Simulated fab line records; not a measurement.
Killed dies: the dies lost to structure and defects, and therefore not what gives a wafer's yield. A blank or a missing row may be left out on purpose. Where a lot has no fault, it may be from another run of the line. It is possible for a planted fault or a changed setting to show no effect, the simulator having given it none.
Problem report in the 8D (eight disciplines) form, filled by code ; flow nand harc ; the parts of the form that need people (team, actions taken, sign-off) are left out

== 1. PROBLEM STATEMENT ==
raw defect count at NHARC_P_GATE_INSPECT_28 reads a mean of 48.2 on 4 wafers of 2 lots; wafers without a fault read 6.1 with a standard deviation of 2.8. Relative to the usual mean, that is a shift of +15 standard deviations.
First seen on wafer L213.2, day 10 00:44, on defect inspect-02. Wafers with a number at this step in the record: 36, from 12 lots. Rule for "out", or "out of limits": more than 4 standard deviations from the usual mean. All remaining wafers that have a number are taken as sound.

== 2. WHAT IT IS, WHAT IT ISN'T ==
question;is;is not
which readings at this step;raw defect count;-
which lots;L213, L214;L204, L205, L206, L207, L208, L211, L221, L222, L223, L224
which wafers of those lots;L213.2, L213.4, L213.5, L214.1;L214.2, L214.5
read on which gauges;defect inspect-02;defect inspect-01
when;from day 10 00:44;"up to then (18 sound wafers); but 14 sound wafers of L214, L221, L222, L223, L224 came after"

== 3. SUSPECTS, AND WHAT RULES EACH OUT ==
Counting: a tool at a process step up to the reading stays a suspect if it ran every lot that is out. Sound lots after the first of them don't rule it out here, since some wafers of a struck lot are sound.
- the gauge at NHARC_P_GATE_INSPECT_28 has been ruled out. All the wafers that are out were read on defect inspect-02, but those of them that NHARC_END_SORT_01 has rows for are out there too, on other tools.
- pecvd-01 at NHARC_P_GATE_DEP_103 (deposits SiON, target thk 30 nm): kept. It processed each lot that is out (first: L213, day 10 00:01); up to then, its last sound lot is L211 (day 9 04:34).
- The sound lot-mates ran in chamber 1 of pecvd-01 at NHARC_P_GATE_DEP_103, but the wafers that are out ran in chamber 0.
The count leaves pecvd-01 at NHARC_P_GATE_DEP_103.

== 4. THE CAUSE (what the simulator had put in) ==
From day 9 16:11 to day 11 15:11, pecvd-01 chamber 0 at NHARC_P_GATE_DEP_103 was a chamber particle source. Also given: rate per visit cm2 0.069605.
This tool alone remained once counting was done.

== 5. THE EFFECT CHAIN, in route order ==
Each row: a reading where the mean over the struck wafers with a number is more than 3 standard deviations away from the usual. Scope: only readings with a usual standard deviation given in the record; hours: median across lots of the time from each lot's start at the first step in this table that gives one to its start at this step; sigmas: change in usual standard deviations.
hours;step;reading;usual;on struck wafers;change;sigmas
0;NHARC_P_GATE_INSPECT_28;raw defect count;6.1;48.2;+42.1;+15
464;NHARC_END_SORT_01;killed at periphery;3.1;30.8;+27.6;+14

== 6. HOW IT WOULD HAVE BEEN CAUGHT EARLIER ==
In this record the first reading out of limits at a measuring or inspecting step was taken at day 10 00:44, 9 hours after the fault began at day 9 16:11.
Tool readings at NHARC_P_GATE_DEP_103 with a usual standard deviation given in the record: none out on any struck wafer, hence no alarm at a limit of 4 standard deviations on them.
Among the 2 lots that are out, L214 began NHARC_P_GATE_DEP_103 on pecvd-01 after day 10 00:44. A hold on the tool at that time would have spared it.
